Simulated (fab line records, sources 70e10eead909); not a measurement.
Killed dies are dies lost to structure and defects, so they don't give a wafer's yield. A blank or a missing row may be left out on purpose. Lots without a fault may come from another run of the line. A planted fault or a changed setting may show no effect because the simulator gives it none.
Chamber matching | flow nand_harc | NHARC_A_CHANNEL_HOLE_D2_ETCH_38 on rie_diel-05: 4 sister chambers
The step etches the open film in CF4, target depth 39 nm, time 65 s. 21 wafers are shown with their chamber, then 10 later ones without.

WAFERS WITH THEIR CHAMBER
wafer  | chamber | drypump_motor_current_A (A) | oes_product_au (a.u.) | rf_vpp_V (V)
L130.2 | 1       | 5.9                         | 1.004                 | 153.2
L130.3 | 3       | 6.3                         | 1.017                 | 152.4
L130.6 | 3       | 6.4                         | 1.030                 | 152.1
L131.3 | 1       | 5.9                         | 1.003                 | 150.5
L131.4 | 0       | 6.0                         | 0.969                 | 149.7
L131.6 | 0       | 6.0                         | 0.969                 | 150.8
L132.1 | 3       | 6.4                         | 1.006                 | 150.5
L132.5 | 0       | 6.0                         | 0.969                 | 150.2
L132.6 | 1       | 5.9                         | 0.999                 | 152.2
L136.1 | 3       | 6.4                         | 1.013                 | 151.9
L136.2 | 2       | 5.4                         | 0.998                 | 151.3
L136.5 | 3       | 6.4                         | 1.013                 | 152.3
L138.1 | 1       | 5.9                         | 0.997                 | 151.6
L138.3 | 3       | 6.3                         | 1.023                 | 151.3
L138.6 | 0       | 6.0                         | 0.969                 | 151.6
L141.3 | 1       | 5.9                         | 1.009                 | 153.2
L141.4 | 3       | 6.4                         | 1.030                 | 152.1
L141.5 | 1       | 5.9                         | 1.009                 | 153.2
L144.1 | 1       | 5.9                         | 1.006                 | 152.9
L144.4 | 3       | 6.4                         | 0.991                 | 151.9
L144.6 | 3       | 6.3                         | 0.988                 | 152.0

SIGNATURES (means of the wafers above)
reading                 | chamber 0 | chamber 1 | chamber 2 | chamber 3 | scatter within a chamber
drypump_motor_current_A | 6.000     | 5.900     | 5.400     | 6.367     | 0.0343
oes_product_au          | 0.96900   | 1.00386   | 0.99800   | 1.01233   | 0.0108
rf_vpp_V                | 150.575   | 152.400   | 151.300   | 151.833   | 0.813
Rule: a wafer's distance from a chamber is the root of the sum, over the readings, of the square of ((its reading less the chamber's mean) divided by the reading's scatter). The wafer belongs to the nearest chamber; if the next one is less than 2 further off, it can't be placed. The scatter: the root of (the sum of the squares of (reading less its chamber's mean) over the shown wafers, divided by (wafers less chambers)).

WAFERS WITHOUT THEIR CHAMBER
wafer  | drypump_motor_current_A (A) | oes_product_au (a.u.) | rf_vpp_V (V)
L145.2 | 6.4                         | 0.980                 | 150.4
L145.5 | 5.9                         | 0.988                 | 150.7
L145.6 | 6.4                         | 0.986                 | 153.1
L146.1 | 6.0                         | 0.985                 | 152.0
L146.4 | 6.4                         | 0.994                 | 151.7
L146.5 | 6.0                         | 0.978                 | 152.7
L151.2 | 6.4                         | 0.998                 | 151.2
L151.6 | 6.0                         | 0.995                 | 151.4
L152.2 | 6.0                         | 0.994                 | 150.6
L152.6 | 6.3                         | 1.010                 | 150.6

WHICH CHAMBER EACH WENT THROUGH
wafer  | from the rows above     | in truth
L145.2 | 3                       | 3
L145.5 | can't be placed: 1 or 0 | 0
L145.6 | 3                       | 3
L146.1 | can't be placed: 0 or 1 | 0
L146.4 | 3                       | 3
L146.5 | can't be placed: 0 or 1 | 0
L151.2 | 3                       | 3
L151.6 | can't be placed: 0 or 1 | 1
L152.2 | can't be placed: 0 or 1 | 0
L152.6 | 3                       | 3
Placed correctly: 5 of 10. Can't be placed from these rows: 5 (the true chamber is among the candidates in 5). Placed wrongly: 0.
